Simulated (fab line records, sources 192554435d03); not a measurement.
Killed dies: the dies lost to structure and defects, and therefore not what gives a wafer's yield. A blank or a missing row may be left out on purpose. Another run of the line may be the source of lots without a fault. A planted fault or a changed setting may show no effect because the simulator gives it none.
Split-lot experiment	flow n5 finfet	21 wafers read across 7 lots, on a route 1938 steps long

## THE SPLIT
At N5_BEOL_M8_ETCH_62 (etches SOC in N2/H2, target depth 110 nm, overetch 22 nm, time 165 s), the setting time s was moved away from the recipe's 165 s on 11 of the 21 wafers read, by -12.2% to +12.5%. All remaining wafers had this setting at the recipe value.

Reading taken at the split's own step.

## THE READING
SiARC_of_BEOL_M8_COAT_60.thk nm (the simulator's own value, which no gauge read), in nm, at N5_BEOL_M8_ETCH_62 (etches SOC in N2/H2, target depth 110 nm, overetch 22 nm, time 165 s). The file does not state a usual value for it. The 10 wafers here that ran the recipe average 28.1 nm, standard deviation 0.22 nm.

wafer	tool, chamber at the split	time s as run, s	against the recipe	SiARC_of_BEOL_M8_COAT_60.thk nm, nm	against lot-mates on the recipe
L078.1	rie diel-06, 2,1,1	165	recipe	28	-
L078.4	rie diel-06, 2,1,1	165	recipe	28	-
L078.6	rie diel-06, 2,1,1	165	recipe	28	-
L083.1	rie diel-02, 0	176.9	+7.2%	27.6	-0.5
L083.2	rie diel-02, 3	165	recipe	28.4	-
L083.4	rie diel-02, 2	165	recipe	27.8	-
L090.1	rie diel-02, 3	165	recipe	28.6	-
L090.2	rie diel-02, 0	185.7	+12.5%	27.4	-1.2
L090.5	rie diel-02, 2	185.7	+12.5%	27.2	-1.4
L089.3	rie diel-02, 3,0	174.4	+5.7%	28	no lot-mate on the recipe
L089.4	rie diel-02, 3,0	174.4	+5.7%	28	no lot-mate on the recipe
L089.6	rie diel-02, 1	174.4	+5.7%	27.8	no lot-mate on the recipe
L092.2	rie diel-02, 3	176.4	+6.9%	28	-0.2
L092.5	rie diel-02, 2	176.4	+6.9%	27.6	-0.6
L092.6	rie diel-02, 1	165	recipe	28.2	-
L096.3	rie diel-03, 1	165	recipe	28.2	-
L096.4	rie diel-03, 0	151	-8.5%	29	+0.8
L096.6	rie diel-03, 1	151	-8.5%	28.8	+0.6
L097.2	rie diel-06, 0	165	recipe	28.2	-
L097.3	rie diel-06, 1	144.9	-12.2%	29	+0.9
L097.4	rie diel-06, 2	165	recipe	28	-
When a row names more than one chamber, that row covers several wafers, and the file does not tell which wafer ran in which chamber.

FIT RESULTS
A straight line over all 21 wafers: SiARC_of_BEOL_M8_COAT_60.thk nm changes by -0.0687 nm for each +1% of time s; r = -0.91; the points scatter about the line by 0.2 nm.
The same after taking each lot's own level away (the mean of its wafers on the recipe; 18 wafers): -0.0854 nm for each +1%; r = -0.95; scatter 0.18 nm.
The reading moves by 1.1 nm for the largest change in time s, on that fit.
Across the lots, their own levels run from 28.00 to 28.60 nm, a range of 2.7 times the standard deviation given above.
So the slope is not independent of the lot-to-lot level: the two fits are not the same.
Check: for one of the wafers moved furthest among these (+12.5%), held out of the fit, the line's prediction against its lot-mates is -1.04 nm. It came out at -1.2 nm against them.

## THESE WAFERS: OTHER SPLITS
Before the reading, these wafers also passed through other splits. Each is held against what the fit with the lots' levels taken away leaves over:
other split on the same wafers	wafers away from the commonest value	r with SiARC_of_BEOL_M8_COAT_60.thk nm (lot level and that fit taken away)
N5_BEOL_M6_EXPOSE_08 dose mj	4	+0.02
N5_BEOL_M6_TRENCH_ETCH_37 time s	5	-0.27
N5_BEOL_M6_ALD_77 ald cycles	4	-0.38

## THE WHOLE CHAIN: every reading that the file lists as answering this split, in the file's order
step	what it does	reading	change (the file's fit)	r (the file's)
N5_BEOL_M8_ETCH_62	etches SOC in N2/H2, target depth 110 nm, overetch 22 nm, time 165 s	SiARC_of_BEOL_M8_COAT_60.thk nm (the simulator's own value, which no gauge read)	-0.0829 nm for each +1% of the setting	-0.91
N5_BEOL_M8_HM_OPEN_17	chemistry Cl2/BCl3, target TiN, target depth 20 nm, overetch 6 nm	etch.depth nm (the simulator's own value, which no gauge read)	not straight: 19.7 at the lowest setting, 19.79 at the recipe, 18.08 at the highest	not given

## THE FILE'S OWN FIT
SiARC_of_BEOL_M8_COAT_60.thk nm changes by -0.0829 nm for each +1% of time s, r = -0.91.
